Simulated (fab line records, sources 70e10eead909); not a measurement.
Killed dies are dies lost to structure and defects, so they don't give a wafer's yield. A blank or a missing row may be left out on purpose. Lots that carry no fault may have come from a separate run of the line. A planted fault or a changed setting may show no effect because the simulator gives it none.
fab line records + flow nandHarc
[record]
- lots = 5
- wafers = 15
- lastDay = 24
route steps=1159 shown P_ZERO_WELL@29 END@1159
lots with no fault: from the same line, run without faults
startH: hours from the record's first day to the start of the lot's first wafer shown + waitH: time in hours since the lot's previous step + " identical to the entry in the row above + L1.1+2: one row covering several wafers at once + - no value, or no start was given + * or withheld: withheld + < > ~ a bound
route shown NAME@n: names a module that has steps shown in the file, with the first one's number in the route + usual: mean/standard deviation of fault-free wafers + same: alike in all rows + chamber/n: place in a boat + sites: readings site by site + _std_site: how widely they spread, as a standard deviation + _edge_site: mean of outer sites minus mean of inner sites + radiusMm: how far each site lies from the wafer's centre + mask NAME#n: copy n + behind: tool/chamber where the wafer was last shaped + hold: why the lot went on hold/how many hours it stayed there/how the hold came to an end + device: the transistor (n, p or np) that didn't switch + end of line: the tests these same wafers got at the end of their route + where a step has no rows: the recipe by itself + killed: dies that structure and defects cost at the first sort, which is not the same as the wafer's yield + map: a wafer's dies, x killed, . not, _ none there
set.NAME: setting as actually run; set.NAME@STEP: the setting as run at that earlier step + model.NAME: the simulator's own value behind a step, which no gauge read
certain route steps with their lots: each step a table, each wafer a row
services: the hour from which a tool's chamber was out of use, counted from the record's first day as startH (under 0 if before that day), plus the number of hours and why
[[steps]]
[step NHARC_P_ZERO_WELL_CD_MEAS_24]
[recipe]
- targetCdNm = 720
- landingEnergyEv = 500
[usual]
- cdNm = 719.4/1.5
[same]
- landingEnergyEv = 500
| lot.wafer | tool     | chamber | startH | waitH | cdNm  |
|-----------|----------|---------|--------|-------|-------|
| L761.2    | cdSem-01 | 0       | 26.34  | -     | 720.6 |
| L761.3    | "        | 0       | "      | "     | 721.7 |
| L761.5    | "        | 0       | "      | "     | 718.0 |
| L766.3    | cdSem-01 | 0       | 56.58  | -     | 717.5 |
| L766.4    | "        | 0       | "      | "     | 717.1 |
| L766.5    | "        | 0       | "      | "     | 717.4 |
| L775.2    | cdSem-03 | 0       | 110.46 | -     | 718.9 |
| L775.5    | "        | 0       | "      | "     | 718.9 |
| L775.6    | "        | 0       | "      | "     | 718.9 |
| L777.2    | cdSem-03 | 0       | 122.36 | -     | 719.9 |
| L777.3    | "        | 0       | "      | "     | 718.5 |
| L777.6    | "        | 0       | "      | "     | 720.8 |
| L780.4    | cdSem-02 | 0       | 140.78 | -     | 720.7 |
| L780.5    | "        | 0       | "      | "     | 718.3 |
| L780.6    | "        | 0       | "      | "     | 718.3 |
[step NHARC_P_ZERO_WELL_HARDBAKE_25]
[recipe]
- tempC = 125
- timeS = 80
[step NHARC_P_ZERO_WELL_DESCUM_26]
[recipe]
- timeS = 3
- o2FlowSccm = 200
- arFlowSccm = 0
- biasPowerW = 0
- chemistry = O2
[usual]
- drypumpMotorCurrentA = 5.5/0.41
- oesProductAu = 0.999/0.0072
- rfVppV = 58.0/0.89
- showerheadPlenumPTorr = 1.92/0.09
- throttleValvePct = 11.310/0.009
| lot.wafer | tool       | chamber | startH | waitH | drypumpMotorCurrentA | oesProductAu | rfHoursCounterH | rfVppV | showerheadPlenumPTorr | throttleValvePct |
|-----------|------------|---------|--------|-------|----------------------|--------------|-----------------|--------|-----------------------|------------------|
| L761.2    | rieDiel-03 | 0       | 26.52  | -     | 5.2                  | 0.993        | 7.6             | 56.8   | 1.87                  | 11.302           |
| L761.3    | "          | 1       | "      | "     | 5.2                  | 1.014        | 7.9             | 57.7   | 1.80                  | 11.326           |
| L761.5    | "          | 2       | "      | "     | 5.0                  | 1.008        | -               | 57.0   | 1.80                  | 11.323           |
| L766.4    | rieDiel-03 | 1       | 56.79  | -     | 5.2                  | 0.996        | -               | 57.7   | 1.80                  | 11.305           |
| L766.3    | "          | 0       | "      | "     | 5.2                  | 1.000        | -               | 57.4   | 1.86                  | 11.317           |
| L766.5    | "          | 0       | "      | "     | 5.2                  | 1.002        | -               | 57.6   | 1.87                  | 11.316           |
| L775.2    | rieDiel-03 | 0       | 110.65 | -     | 5.2                  | 1.004        | 4.1             | 57.1   | 1.86                  | 11.307           |
| L775.6    | "          | 2       | "      | "     | 5.0                  | 1.007        | -               | 56.5   | 1.80                  | 11.294           |
| L775.5    | "          | 3       | "      | "     | 5.4                  | 0.999        | -               | 58.6   | 2.07                  | 11.298           |
| L777.2    | rieDiel-09 | 2       | 122.53 | -     | 5.2                  | 0.994        | 2.7             | 58.1   | 1.93                  | 11.308           |
| L777.3    | "          | 3       | "      | "     | 5.6                  | 0.993        | 2.7             | 59.1   | 1.94                  | 11.314           |
| L777.6    | "          | 1       | "      | "     | 5.7                  | 1.000        | -               | 58.6   | 2.03                  | 11.303           |
| L780.4    | rieDiel-09 | 0       | 140.95 | -     | 6.6                  | 0.997        | 4.3             | 57.6   | 2.03                  | 11.312           |
| L780.6    | "          | 3       | "      | "     | 5.5                  | 1.000        | -               | 57.3   | 1.94                  | 11.315           |
| L780.5    | "          | 0       | "      | "     | 6.6                  | 0.997        | -               | 57.7   | 2.03                  | 11.311           |
[step NHARC_P_ZERO_WELL_IMPLANT_27]
[recipe]
- energyKev = 600
- doseCm2 = 1e+13
- tiltDeg = 7
[step NHARC_P_ZERO_WELL_IMPLANT_57]
[recipe]
- energyKev = 250
- doseCm2 = 4e+12
- tiltDeg = 7
[step NHARC_P_ZERO_WELL_IMPLANT_58]
[recipe]
- energyKev = 100
- doseCm2 = 2e+12
- tiltDeg = 7
[step NHARC_P_ZERO_WELL_STRIP_28]
[recipe]
- timeS = 840
- tempC = 130
- chemistry = SPM
[step NHARC_P_ZERO_WELL_DEHYDRATE_29]
[recipe]
- tempC = 150
- timeS = 120
[step NHARC_P_ZERO_WELL_HMDS_30]
[recipe]
- timeS = 30
[step NHARC_P_ZERO_WELL_COAT_31]
[recipe]
- spinRpm = withheld
[step NHARC_P_ZERO_WELL_SOFTBAKE_32]
[recipe]
- tempC = 122
- timeS = 95
[step NHARC_P_ZERO_WELL_EBR_33]
[step NHARC_P_ZERO_WELL_EXPOSE_34]
[recipe]
- na = 0.6
- targetCdNm = 720
- doseMj = 22.31
- maskId = P_PWELL
[usual]
- reticleTempC = 23.01/0.11
| lot.wafer | tool          | chamber | startH | waitH | mask      | reticleTempC |
|-----------|---------------|---------|--------|-------|-----------|--------------|
| L761.2    | krfScanner-01 | 0       | 27.70  | -     | P_PWELL#0 | 23.11        |
| L761.3    | "             | 0       | "      | "     | P_PWELL#0 | 23.09        |
| L761.5    | "             | 0       | "      | "     | P_PWELL#0 | 22.94        |
| L766.3    | krfScanner-03 | 0       | 58.02  | -     | P_HVPW#0  | 22.82        |
| L766.4    | "             | 0       | "      | "     | P_HVPW#0  | 22.98        |
| L766.5    | "             | 0       | "      | "     | P_HVPW#0  | 22.84        |
| L775.2    | krfScanner-02 | 0       | 111.83 | -     | P_PWELL#0 | 23.12        |
| L775.5    | "             | 0       | "      | "     | P_PWELL#0 | 23.04        |
| L775.6    | "             | 0       | "      | "     | P_PWELL#0 | 23.14        |
| L777.2    | krfScanner-02 | 0       | 123.72 | -     | P_PWELL#0 | 22.83        |
| L777.3    | "             | 0       | "      | "     | P_PWELL#0 | 22.96        |
| L777.6    | "             | 0       | "      | "     | P_PWELL#0 | 23.01        |
| L780.4    | krfScanner-03 | 0       | 142.27 | -     | P_PWELL#0 | 22.88        |
| L780.5    | "             | 0       | "      | "     | P_PWELL#0 | 22.98        |
| L780.6    | "             | 0       | "      | "     | P_PWELL#0 | 23.11        |
[step NHARC_P_ZERO_WELL_PEB_35]
[recipe]
- pebTempC = 118
- pebTimeS = 85
[step NHARC_P_ZERO_WELL_DEVELOP_36]
[recipe]
- timeS = 70
[step NHARC_P_ZERO_WELL_CD_MEAS_37]
[recipe]
- targetCdNm = 720
- landingEnergyEv = 500
[usual]
- cdNm = 720.1/1.2
[same]
- landingEnergyEv = 500
| lot.wafer | tool     | chamber | startH | waitH | cdNm  |
|-----------|----------|---------|--------|-------|-------|
| L761.2    | cdSem-02 | 0       | 27.86  | -     | 720.8 |
| L761.3    | "        | 0       | "      | "     | 718.8 |
| L761.5    | "        | 0       | "      | "     | 719.8 |
| L766.3    | cdSem-01 | 0       | 58.17  | -     | -     |
| L766.4    | "        | 0       | "      | "     | -     |
| L766.5    | "        | 0       | "      | "     | -     |
| L775.2    | cdSem-01 | 0       | 111.98 | -     | 719.7 |
| L775.5    | "        | 0       | "      | "     | 719.3 |
| L775.6    | "        | 0       | "      | "     | 719.0 |
| L777.2    | cdSem-03 | 0       | 123.88 | -     | 720.2 |
| L777.3    | "        | 0       | "      | "     | 719.2 |
| L777.6    | "        | 0       | "      | "     | 721.0 |
| L780.4    | cdSem-03 | 0       | 142.42 | -     | 720.8 |
| L780.5    | "        | 0       | "      | "     | 722.5 |
| L780.6    | "        | 0       | "      | "     | 720.4 |
[step NHARC_P_ZERO_WELL_HARDBAKE_38]
[recipe]
- tempC = 125
- timeS = 80
[step NHARC_END_SORT_01]
[recipe]
- tempC = 25
[usual]
- killedAtArray = 26/9.6
- killedAtOther = 0.7/0.92
- killedAtPeriphery = 3.8/2.7
- killedDies = 31/10
- killedOpen = 3.3/1.7
- killedShort = 1.8/1.3
[same]
- grossDies = 677
| lot.wafer | tool      | chamber | startH | waitH | killedAtArray | killedAtOther | killedAtPeriphery | killedDies | killedOpen | killedShort |
|-----------|-----------|---------|--------|-------|---------------|---------------|-------------------|------------|------------|-------------|
| L766.3    | prober-02 | 0       | 479.32 | 3.1   | 27            | 2             | 648               | 677        | 6          | 1           |
| L766.4    | prober-02 | 0       | 480.12 | 3.4   | 22            | 3             | 652               | 677        | 1          | 5           |
| L766.5    | prober-02 | 0       | 480.91 | 3.7   | 17            | 2             | 658               | 677        | 2          | 0           |
// killed by level:class
L766.3 P_ZERO_WELL:areaExpose=642 A_SGD_CUT:chamberFilmFlake=9 A_CHANNEL_HOLE_D1:chamberFilmFlake=5 A_SLIT:chamberFilmFlake=5 P_GATE:chamberFilmFlake=2 P_BONDPAD:chamberFilmFlake=2 A_STAIRCASE:chamberFilmFlake=2 THIN_TSV:chamberFilmFlake=2
L766.4 P_ZERO_WELL:areaExpose=647 A_SLIT:chamberFilmFlake=7 A_SGD_CUT:chamberFilmFlake=5 P_GATE:chamberFilmFlake=3 THIN_TSV:chamberFilmFlake=3 A_SGD_CUT:geometricParticle:short=2 A_CHANNEL_HOLE_D1:chamberFilmFlake=2 A_CONTACT:chamberFilmFlake=2
L766.5 P_ZERO_WELL:areaExpose=652 A_SGD_CUT:chamberFilmFlake=5 A_SLIT:chamberFilmFlake=5 P_BONDPAD:chamberFilmFlake=3 A_CHANNEL_HOLE_D1:chamberFilmFlake=3 P_GATE:chamberFilmFlake=2 A_CONTACT:chamberFilmFlake=2 THIN_TSV:chamberFilmFlake=2
// map L766.3 (x killed, . not)
____________x____________
_________xxxxxxx_________
_______xxxxxxxxxxx_______
______xxxxxxxxxxxxx______
_____xxxxxxxxxxxxxxx_____
____xxxxxxxxxxxxxxxxx____
____xxxxxxxxxxxxxxxxx____
___xxxxxxxxxxxxxxxxxxx___
___xxxxxxxxxxxxxxxxxxx___
__xxxxxxxxxxxxxxxxxxxxx__
__xxxxxxxxxxxxxxxxxxxxx__
_xxxxxxxxxxxxxxxxxxxxxxx_
_xxxxxxxxxxxxxxxxxxxxxxx_
_xxxxxxxxxxxxxxxxxxxxxxx_
_xxxxxxxxxxxxxxxxxxxxxxx_
_xxxxxxxxxxxxxxxxxxxxxxx_
xxxxxxxxxxxxxxxxxxxxxxxxx
xxxxxxxxxxxxxxxxxxxxxxxxx
xxxxxxxxxxxxxxxxxxxxxxxxx
xxxxxxxxxxxxxxxxxxxxxxxxx
xxxxxxxxxxxxxxxxxxxxxxxxx
_xxxxxxxxxxxxxxxxxxxxxxx_
_xxxxxxxxxxxxxxxxxxxxxxx_
_xxxxxxxxxxxxxxxxxxxxxxx_
_xxxxxxxxxxxxxxxxxxxxxxx_
_xxxxxxxxxxxxxxxxxxxxxxx_
__xxxxxxxxxxxxxxxxxxxxx__
__xxxxxxxxxxxxxxxxxxxxx__
___xxxxxxxxxxxxxxxxxxx___
___xxxxxxxxxxxxxxxxxxx___
____xxxxxxxxxxxxxxxxx____
____xxxxxxxxxxxxxxxxx____
_____xxxxxxxxxxxxxxx_____
______xxxxxxxxxxxxx______
_______xxxxxxxxxxx_______
_________xxxxxxx_________
____________x____________
// map L780.6 (x killed, . not)
____________x____________
_________......._________
_______..........._______
______.............______
_____....x.........._____
____.................____
____.................____
___...................___
___...................___
__.....................__
__........x.......x..x.__
_....................xx._
_..................xx..._
_................x......_
_......................._
_......................._
.........................
.....................x...
................xx.x.....
.....x...........x.......
.................x.x.....
_..............xx.x....._
_..............x...x...._
_................xxx...._
_.....x..x.....x.xx.xx.._
_x.....x........x.xxx..._
__.....................__
__..............xxx..x.__
___...................___
___...................___
____................x____
____.................____
_____..............._____
______.............______
_______..........._______
_________......._________
____________.____________
[[services]]
| tool          | chamber | startH | hours | kind      |
|---------------|---------|--------|-------|-----------|
| rieDiel-09    | -       | 11.27  | 0.4   | repair    |
| rieDiel-03    | 0       | 17.30  | -     | clean     |
| rieDiel-03    | 1       | 17.30  | -     | clean     |
| rieDiel-03    | 2       | 17.30  | -     | clean     |
| rieDiel-03    | 3       | 17.30  | -     | clean     |
| rieDiel-09    | 2       | 23.81  | 2.6   | repair    |
| rieDiel-09    | 1       | 32.41  | 2.5   | repair    |
| krfScanner-02 | -       | 38.00  | 4.0   | pm        |
| rieDiel-03    | -       | 38.30  | 9.0   | pm        |
| rieDiel-03    | 0       | 38.30  | 9.0   | ventCycle |
| rieDiel-03    | 1       | 38.30  | 9.0   | ventCycle |
| rieDiel-03    | 2       | 38.30  | 19.3  | ventCycle |
| rieDiel-03    | 3       | 38.30  | 9.0   | ventCycle |
| krfScanner-01 | -       | 40.36  | 0.9   | repair    |
| rieDiel-03    | 0       | 47.30  | -     | clean     |
| rieDiel-03    | 1       | 47.30  | -     | clean     |
| rieDiel-03    | 3       | 52.01  | 7.0   | repair    |
| rieDiel-09    | 2       | 54.75  | 5.3   | repair    |
| rieDiel-03    | -       | 59.87  | 0.8   | repair    |
| rieDiel-03    | -       | 69.10  | 0.2   | repair    |
| krfScanner-02 | -       | 73.58  | 3.3   | repair    |
| rieDiel-09    | -       | 77.10  | 9.0   | pm        |
| krfScanner-01 | -       | 84.00  | 4.0   | pm        |
| krfScanner-03 | -       | 106.24 | 1.0   | repair    |
[[key]]
[firstSign]
- step = NHARC_P_ZERO_WELL_EXPOSE_34
- reading = mask
- direction = changed
[effect]
- step = NHARC_P_ZERO_WELL_CD_MEAS_37
- reading = cdNm
- direction = missing
[effect]
- step = NHARC_END_SORT_01
- reading = killedAtPeriphery
- direction = up
- sigmas = 99+
- usual = 3.8
- struck = 652.7
[moreKillsBornAt]
- NHARC_P_ZERO_WELL_EXPOSE_34@krfScanner-03 = 1941
metAt NHARC_P_ZERO_WELL_EXPOSE_34
struckWafers L766.3,L766.4,L766.5
laterRowsLeftOut L766.3,L766.4,L766.5
testerLeftOut L766
[fault]
- kind = wrongMask
- tool = any
- chamber = -
- onsetH = 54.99
- steps = NHARC_P_ZERO_WELL_EXPOSE_34
- auxCopy = P_HVPW#0
- scope = struckLotsOnly
// testerLeftOut: of these lots the tester's yield and bins aren't shown, on N5 and GAA mostly nor the transistor test; their killed dies are dies lost to structure and defects alone, not to doping, threshold or leakage, so they don't give the yield
// laterRowsLeftOut: the simulator's readings of these wafers behind a module that went badly wrong aren't trusted and aren't shown, but for the sort
